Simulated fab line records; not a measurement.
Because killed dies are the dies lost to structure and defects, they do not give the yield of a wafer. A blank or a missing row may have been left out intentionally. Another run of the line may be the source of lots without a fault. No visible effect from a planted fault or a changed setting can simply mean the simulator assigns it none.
Matching of chambers ; flow n5-finfet ; 4 sister chambers for N5_SDB_STRIP_21 on rie-diel-03
The step strips in CF4. 8 wafers are shown with their chamber, then 11 later ones without.

## WAFERS WITH THEIR CHAMBER
wafer;chamber;showerhead-plenum-p-Torr (Torr);drypump-motor-current-A (A)
L079.5;1;1.84;5.8
L081.6;2;1.69;5.8
L082.4;2;1.69;5.9
L082.5;3;1.80;5.8
L090.1;3;1.79;5.8
L090.2;1;1.84;5.8
L090.6;0;1.70;5.2
L093.2;0;1.70;5.2

## WAFERS WHOSE CHAMBER IS MISSING
wafer;showerhead-plenum-p-Torr (Torr);drypump-motor-current-A (A)
L093.3;1.83;5.8
L093.6;1.83;5.9
L094.1;1.90;5.8
L094.2;1.83;5.9
L094.4;1.79;5.8
L095.4;1.70;5.2
L095.5;1.89;5.8
L095.6;1.83;5.8
L097.2;1.79;5.8
L097.3;1.70;5.2
L097.6;1.79;5.8

## EACH ONE'S CHAMBER
wafer;from the rows above;in truth
L093.3;1;1
L093.6;1;1
L094.1;1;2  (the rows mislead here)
L094.2;1;1
L094.4;3;3
L095.4;0;0
L095.5;1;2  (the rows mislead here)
L095.6;1;1
L097.2;3;3
L097.3;0;0
L097.6;3;3
Placed correctly: 9 of 11. Number that these rows cannot place: 0. Placed wrongly: 2.
How it was worked out, from the rows above alone: a wafer's distance from a chamber is the root of the sum, over the readings, of the square of ((its reading less the chamber's mean) divided by the reading's scatter). The wafer belongs to the nearest chamber; if the next one is less than 2 further off, it can't be placed. Each chamber's mean is taken over the wafers shown for it. The scatter is the square root of a quotient: the sum, over the shown wafers, of each reading's squared deviation from its chamber's mean, divided by wafers minus chambers.
